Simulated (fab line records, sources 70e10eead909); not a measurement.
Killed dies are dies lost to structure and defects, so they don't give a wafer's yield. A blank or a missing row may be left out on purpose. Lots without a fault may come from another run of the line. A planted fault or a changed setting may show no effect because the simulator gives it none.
Chamber matching | flow nand_harc | NHARC_P_M0_ETCH_34 on rie_diel-10: 4 sister chambers
The step etches the open film in N2/H2, target depth 40 nm, overetch 12 nm, time 43.94 s. 4 wafers are shown with their chamber, then 7 later ones without.

WAFERS WITH THEIR CHAMBER
wafer  | chamber | drypump_motor_current_A (A)
L086.2 | 1       | 5.7
L090.6 | 2       | 6.0
L091.3 | 3       | 5.5
L091.4 | 0       | 6.0

WAFERS WITHOUT THEIR CHAMBER
wafer  | drypump_motor_current_A (A)
L091.5 | 6.1
L092.2 | 6.0
L092.3 | 6.1
L092.5 | 6.0
L097.1 | 6.0
L097.2 | 5.6
L097.6 | 5.5

WHICH CHAMBER EACH WENT THROUGH
wafer  | from the rows above     | in truth
L091.5 | can't be placed: 0 or 2 | 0
L092.2 | can't be placed: 0 or 2 | 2
L092.3 | can't be placed: 0 or 2 | 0
L092.5 | can't be placed: 0 or 2 | 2
L097.1 | can't be placed: 0 or 2 | 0
L097.2 | can't be placed: 3 or 1 | 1
L097.6 | 3                       | 3
Placed correctly: 1 of 7. Can't be placed from these rows: 6 (the true chamber is among the candidates in 6). Placed wrongly: 0.
How it was worked out, from the rows above alone: a wafer's distance from a chamber is the root of the sum, over the readings, of the square of ((its reading less the chamber's mean) divided by the reading's scatter). The wafer belongs to the nearest chamber; if the next one is less than 2 further off, it can't be placed. A chamber's mean is the mean of its shown wafers. The scatter: with one shown wafer a chamber, the root of the mean of the squares of how far each hidden wafer lies from its nearest shown one.
